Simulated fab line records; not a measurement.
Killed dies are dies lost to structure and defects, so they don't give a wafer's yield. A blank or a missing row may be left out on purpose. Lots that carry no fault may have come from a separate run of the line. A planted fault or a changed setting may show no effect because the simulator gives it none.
Struck lot and sound lot, side by side + flow n5-finfet + 39 out of 1938 route steps
Sound: the wafers L320.1, L320.4, L320.6. Wafers L324.1, L324.3, L324.5 were the ones struck. At the end, the cause is stated.
Each step with rows lists, per side, the tool, then ch with its chambers, then its first start. Under that, the readings that differ: sound wafers + struck wafers + difference of the means + sigmas: that difference in standard deviations of wafers without a fault.
alike: same words and numbers on both sides, and readings whose means sit less than 2 such deviations apart. not compared: any withheld reading, any reading some wafer has no value for, any bound like >300 that may hide the same value, and any number with overlapping values for which the record gives no deviation.
The two part at a step that has a row with sigmas, a row that says differs or no value, or rows on one side only. Non-overlapping numbers with no deviation appear without sigmas and do not part them. Lack of a reading on every wafer of one side parts them only where that side has two or more wafers.

first, 11 steps without rows for these wafers: N5_FIN_CUT_STRIP_24 (strips in CF4); N5_FIN_CUT_CUT_ETCH_26 (etches SiNx in CH3F/O2, target depth 39 nm, time 55.7 s); N5_FIN_CUT_CUT_ETCH_27 (etches SiO2 in CHF3/O2, target depth 4 nm, overetch 2 nm, time 4.9 s); N5_FIN_CUT_PRECLEAN_35 (cleans in vHF, time 13.3 s); N5_FIN_CUT_CUT_ETCH_15 (etches Si in HBr/Cl2/O2, target depth 100 nm, bt time 10 s, time 42.4 s); N5_FIN_CUT_CUT_ETCH_28 (etches Si in HBr/Cl2/O2, target depth 6 nm, time 2.4 s); N5_FIN_CUT_STRIP_22 (strips in N2/H2); N5_FIN_CUT_PRECLEAN_36 (cleans in O3/DIW, time 60 s); N5_FIN_CUT_SRD_32 (time 30 s); N5_FIN_CUT_UV_OZONE_34 (time 120 s); N5_STI_FIN_REVEAL_ALD_00 (deposits SiO2, target thk 1 nm, pulse time 1 s).
N5_STI_FIN_REVEAL_ALD_14: deposits Si3N4, target thk 3 nm.
  sound on ald-sin-03 ch 1,3, day 3 23:08; struck on ald-sin-01 ch 1,2,3, day 5 01:10
  no value came back on the struck wafers for chamber-pressure-Torr (Torr), heater-power-outer-w (W), heater-power-w (W); on the sound wafers chamber-pressure-Torr (Torr) reads 1.993 2.003 1.991
then, 25 steps without rows for these wafers: N5_STI_FIN_REVEAL_FCVD_FILL_01 (material SiO2 flowable, target thk 312 nm, time 512.2 s); N5_STI_FIN_REVEAL_DENSIFY_02 (time 1800 s); N5_STI_FIN_REVEAL_CMP_04 (polishes, stops on Si3N4, t overpolish 4 s, target thk 131.83 nm); N5_STI_FIN_REVEAL_DENSIFY_30; N5_STI_FIN_REVEAL_ETCHBACK_08 (etches SiO2 in C4F6/O2, target depth 30.5 nm, time 10.167 s); N5_STI_FIN_REVEAL_STRIP_24 (strips in N2/H2, time 90 s); N5_STI_FIN_REVEAL_PRECLEAN_25 (cleans in SPM, time 90 s); N5_STI_FIN_REVEAL_PRECLEAN_26 (cleans in SC1, time 45 s); N5_STI_FIN_REVEAL_PRECLEAN_29 (cleans in DHF, time 30 s); N5_STI_FIN_REVEAL_SRD_12 (time 30 s); N5_STI_FIN_REVEAL_RECESS_09 (chemistry HF/NH3, target SiO2, afs cycles 11, target depth 42.5 nm, sublimation time 60 s); N5_STI_FIN_REVEAL_STRIP_16 (strips SiNx in H3PO4, target depth 23.8 nm); N5_STI_FIN_REVEAL_PRECLEAN_17 (cleans in NF3:NH3, afs cycles 1, time 20 s, sublimation time 60 s); N5_STI_FIN_REVEAL_ETCH_34 (etches Si in H2, material Si, target depth 0.97 nm); N5_STI_FIN_REVEAL_OXIDATION_31 (chemistry O2 PLASMA REMOTE, time 20 s); N5_STI_FIN_REVEAL_PRECLEAN_32 (cleans in NF3:NH3, afs cycles 1, time 20 s, sublimation time 60 s); N5_STI_FIN_REVEAL_STRIP_35 (strips Si3N4 in H3PO4, target depth 4 nm, time 39 s); N5_STI_FIN_REVEAL_SRD_21 (time 30 s); N5_STI_FIN_REVEAL_OXIDATION_33 (chemistry O2 PLASMA REMOTE, time 20 s); N5_STI_FIN_REVEAL_CLEAN_19 (cleans in O3/DIW, time 120 s); N5_STI_FIN_REVEAL_SRD_23 (time 30 s); N5_STI_FIN_REVEAL_PRECLEAN_18 (cleans in SC2, time 45 s); N5_STI_FIN_REVEAL_SRD_28 (time 30 s); N5_DUMMY_GATE_PRECLEAN_00 (cleans in O3/DIW, time 60 s); N5_DUMMY_GATE_SRD_01 (time 30 s).
-- a jump in the record: the struck wafers' starts before and after are 8 days apart (it breaks off in module DUMMY_GATE and resumes in module BEOL_M4, where the first step shown is number 1111 of the route) --
N5_BEOL_M4_RC_MEAS_101:
  sound on prober-02 ch 0, day 9 15:07; struck on prober-01 ch 0, day 13 07:28
  alike: DIBL_N, DIBL_P, IOFF_N, IOFF_P, ION_N, ION_P, SS_N, SS_P, VT_N, VT_P
-- record jumps: 4 days separate the struck wafers' starts on either side; left off in module BEOL_M4, taken up again in module PASSIVATION, whose first shown step is the route's number 1936 --
N5_PASSIVATION_PROBE_49:
  sound on prober-02, day 13 02:29; struck on prober-01, day 17 18:24
| reading                  | sound          | struck         | difference | sigmas |
|--------------------------|----------------|----------------|------------|--------|
| defect-limited-yield (%) | 94.6 92.2 91.7 | 49.9 46.6 48.3 | -44.6      | -30    |
| killed_at_M0_to_M3       | 20 29 28       | 44 53 39       | +20        | +2     |
| killed-at-front-end      | 29 40 45       | 529 539 552    | +502       | +39    |
| killed-dies              | 64 92 98       | 591 630 610    | +526       | +29    |
| killed-on-rim            | 14 13 12       | 125 30 65      | +60        | +14    |
| killed-open              | 42 54 64       | 82 104 103     | +43        | +3     |
| killed-short             | 21 38 29       | 40 58 46       | +19        | +2     |
| sort_bin_5_function (%)  | 2.7 4.3 4.6    | 45.7 47.3 46.5 | +42.6      | +44    |
| sort_bin_6_memory (%)    | 2.5 3.2 3.1    | 3.9 5.6 4.8    | +1.8       | +3     |
| sort-n-pass              | 1116 1088 1082 | 589 550 570    | -526       | -29    |
| sort-yield-pct (%)       | 94.6 92.2 91.7 | 49.9 46.6 48.3 | -44.6      | -30    |
  alike: killed_at_M4_up, killed-at-contacts, killed-at-other, sort_bin_8_speed

== WHERE THEY PART ==
Earliest at N5_STI_FIN_REVEAL_ALD_14; latest, in this record, at N5_PASSIVATION_PROBE_49.

WHY: the cause the simulator had injected
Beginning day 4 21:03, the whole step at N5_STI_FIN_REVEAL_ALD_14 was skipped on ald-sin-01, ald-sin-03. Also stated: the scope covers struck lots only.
